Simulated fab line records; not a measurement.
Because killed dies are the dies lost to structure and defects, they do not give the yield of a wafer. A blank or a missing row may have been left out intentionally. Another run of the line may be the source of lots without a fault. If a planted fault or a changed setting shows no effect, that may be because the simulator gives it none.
Which tool did it?    flow n5_finfet    11 lots, 33 wafers sampled, at 5 steps of a route of 1938

## WHAT EACH GAUGE READ, for each wafer
N5_HKMG_FIN_OVL_MEAS_50.
lot   measured     on          NDIPOLE_OVL (nm)
L694  day 4 01:16  overlay-02  -1.1 -0.8 -0.8
L695  day 4 10:42  overlay-01  -0.8 -0.3 0.7
L697  day 4 20:29  overlay-02  -1.9 -0.6 0.0
L698  day 5 00:26  overlay-02  -0.8 -0.1 -0.1
L699  day 5 10:18  overlay-02  -0.2 -0.1 -0.7
L701  day 5 20:57  overlay-01  0.0 -1.2 -0.9
L702  day 5 22:16  overlay-01  -1.7 -0.7 -1.4
L704  day 6 10:55  overlay-01  0.3 0.5 1.0
L715  day 9 07:31  overlay-02  -0.8 -0.8 -0.1
L716  day 9 10:55  overlay-02  -1.9 -2.4 -0.9
L717  day 9 18:29  overlay-01  -0.7 -0.3 -0.8

N5_HKMG_FIN_CD_MEAS_12: target cd 92.8 nm.
lot   measured     on         cd_nm (nm)
L694  day 4 04:29  cd_sem-01  92.6 92.8 91.9
L695  day 4 14:02  cd_sem-01  92.7 91.8 92.5
L697  day 4 23:55  cd_sem-03  91.9 92.2 92.6
L698  day 5 04:17  cd_sem-03  92.0 92.0 92.0
L699  day 5 13:49  cd_sem-03  93.2 93.1 93.3
L701  day 6 00:10  cd_sem-03  92.4 93.1 92.8
L702  day 6 01:29  cd_sem-03  103.2 102.9 103.4
L704  day 6 14:16  cd_sem-01  99.9 100.1 100.4
L715  day 9 10:50  cd_sem-02  93.2 92.8 92.6
L716  day 9 14:31  cd_sem-01  92.9 92.6 92.7
L717  day 9 21:50  cd_sem-03  92.3 92.6 92.6

## TOOL THAT RAN EACH LOT (tool first, then ch and the chambers of the sampled wafers, then the start)
lot   N5_HKMG_FIN_ALD_79                  N5_HKMG_FIN_ALD_36                  N5_HKMG_FIN_EXPOSE_09
L694  ald_metal-03 ch 1,2,3, day 4 02:41  ald_metal-02 ch 0,2,3, day 4 03:27  arfi_scanner-02 ch 0, day 4 04:22
L695  ald_metal-04 ch 2,3, day 4 12:07    ald_metal-02 ch 0,1,3, day 4 12:53  arfi_scanner-03 ch 0, day 4 13:55
L697  ald_metal-02 ch 1,2, day 4 21:55    ald_metal-04 ch 1,3, day 4 22:44    arfi_scanner-03 ch 0, day 4 23:47
L698  ald_metal-02 ch 0,3, day 5 02:15    ald_metal-02 ch 1,2,3, day 5 03:08  arfi_scanner-01 ch 0, day 5 04:10
L699  ald_metal-02 ch 0,1,3, day 5 11:50  ald_metal-02 ch 2,3, day 5 12:46    arfi_scanner-01 ch 0, day 5 13:41
L701  ald_metal-03 ch 1,2,3, day 5 22:22  ald_metal-03 ch 0,1,2, day 5 23:08  arfi_scanner-03 ch 0, day 6 00:04
L702  ald_metal-03 ch 0,1,3, day 5 23:42  ald_metal-04 ch 1,2,3, day 6 00:28  arfi_scanner-03 ch 0, day 6 01:22
L704  ald_metal-02 ch 0,2,3, day 6 12:20  ald_metal-03 ch 0,1,2, day 6 13:06  arfi_scanner-03 ch 0, day 6 14:08
L715  ald_metal-03 ch 1,2,3, day 9 08:56  ald_metal-03 ch 0,1,2, day 9 09:41  arfi_scanner-02 ch 0, day 9 10:43
L716  ald_metal-04 ch 0,2,3, day 9 12:44  ald_metal-02 ch 1,2,3, day 9 13:30  arfi_scanner-02 ch 0, day 9 14:24
L717  ald_metal-04 ch 1,2,3, day 9 19:55  ald_metal-04 ch 0,1,2, day 9 20:48  arfi_scanner-02 ch 0, day 9 21:43
- N5_HKMG_FIN_ALD_79: deposits TiN, target thk 1.5 nm, pulse time 1 s, purge time 3 s.
- N5_HKMG_FIN_ALD_36: deposits TiN, target thk 1 nm, pulse time 1 s, purge time 3 s.
- N5_HKMG_FIN_EXPOSE_09: exposes mask NWFM.

## WHAT THE TOOLS THEMSELVES READ (means of the sampled wafers that have a number; where no wafer has one, the mark that the record gives instead)
N5_HKMG_FIN_ALD_79.
lot   tool          heater_power_w (W)  precursor_pulse_height_rel  susceptor_temp_C (C)
L694  ald_metal-03  969                 0.999                       399.96
L695  ald_metal-04  853                 0.988                       399.70
L697  ald_metal-02  842                 0.982                       399.95
L698  ald_metal-02  848                 0.994                       399.97
L699  ald_metal-02  869                 0.982                       400.21
L701  ald_metal-03  955                 1.009                       399.87
L702  ald_metal-03  955                 0.992                       399.91
L704  ald_metal-02  878                 1.017                       399.95
L715  ald_metal-03  954                 1.002                       399.96
L716  ald_metal-04  861                 0.989                       399.68
L717  ald_metal-04  878                 1.020                       399.94

N5_HKMG_FIN_ALD_36.
lot   tool          heater_power_w (W)  precursor_pulse_height_rel  susceptor_temp_C (C)
L694  ald_metal-02  873                 0.997                       400.19
L695  ald_metal-02  869                 0.987                       399.93
L697  ald_metal-04  855                 1.006                       400.10
L698  ald_metal-02  835                 1.009                       400.23
L699  ald_metal-02  816                 0.978                       400.00
L701  ald_metal-03  902                 1.006                       400.05
L702  ald_metal-04  852                 1.021                       400.09
L704  ald_metal-03  916                 1.014                       400.11
L715  ald_metal-03  912                 0.995                       399.89
L716  ald_metal-02  834                 1.002                       400.22
L717  ald_metal-04  877                 0.992                       399.97

N5_HKMG_FIN_EXPOSE_09.
lot   tool             exposure_dose_mJ_cm2  stage_vel_mm_s (mm/s)
L694  arfi_scanner-02  39.27                 500.06
L695  arfi_scanner-03  39.37                 500.11
L697  arfi_scanner-03  39.38                 500.04
L698  arfi_scanner-01  39.20                 499.94
L699  arfi_scanner-01  39.23                 500.05
L701  arfi_scanner-03  39.35                 500.16
L702  arfi_scanner-03  45.89                 499.53
L704  arfi_scanner-03  44.57                 500.01
L715  arfi_scanner-02  39.27                 500.30
L716  arfi_scanner-02  39.31                 500.20
L717  arfi_scanner-02  39.27                 500.06

## THE ANSWER, worked out from the rows above alone
Rule: the usual values come from the lots themselves. Put in order of their means at a reading, lots are off if they are a third of the lots or fewer, leave a main group of 4 or more, and stand apart from it by a gap of 3 or more times the standard deviation of the main group's means; of several such gaps the widest counts. A main group is skipped when, at the precision printed for the reading in the tables above, its means are all equal. A lot without any number at a reading at which 4 lots or more have one is off too. All remaining lots with rows at the step are treated as sound. Order of review: gauges by route order, followed by the tools' own readings, for which a lot's mean as printed above is used. The first step at which some lot is off is used, and at that step the reading that is off furthest; a lot without a number counts as furthest.
Off at N5_HKMG_FIN_CD_MEAS_12 (cd_nm): L702, L704. The main group has a mean of 92.6 nm with a standard deviation of 0.34.
A tool fits if, at a process step before that reading, it ran every lot that is off, and no sound lot after the first of them. Not tried: the gauges at N5_HKMG_FIN_CD_MEAS_12; whatever is off there is also off at N5_HKMG_FIN_EXPOSE_09, on other tools, and gauge error can't account for it. One fits: arfi_scanner-03 at N5_HKMG_FIN_EXPOSE_09. A fault onset in the window from L701 (day 6 00:04, its last sound lot) to L702 (day 6 01:22, its first lot off) fits.
The tool's own readings at N5_HKMG_FIN_EXPOSE_09 bear it out: on the lots that are off they differ by more than 5 times the standard deviation of the sound lots' means. exposure_dose_mJ_cm2 reads 45.23 there against 39.29 on the sound lots.

## WHAT THE SIMULATOR HAD INSERTED
Process parameters drifting: arfi_scanner-03 at N5_HKMG_FIN_EXPOSE_09, beginning at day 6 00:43. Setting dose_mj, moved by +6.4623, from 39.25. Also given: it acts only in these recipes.
Struck lots among those shown: L702, L704. This agrees with what the rule above found.
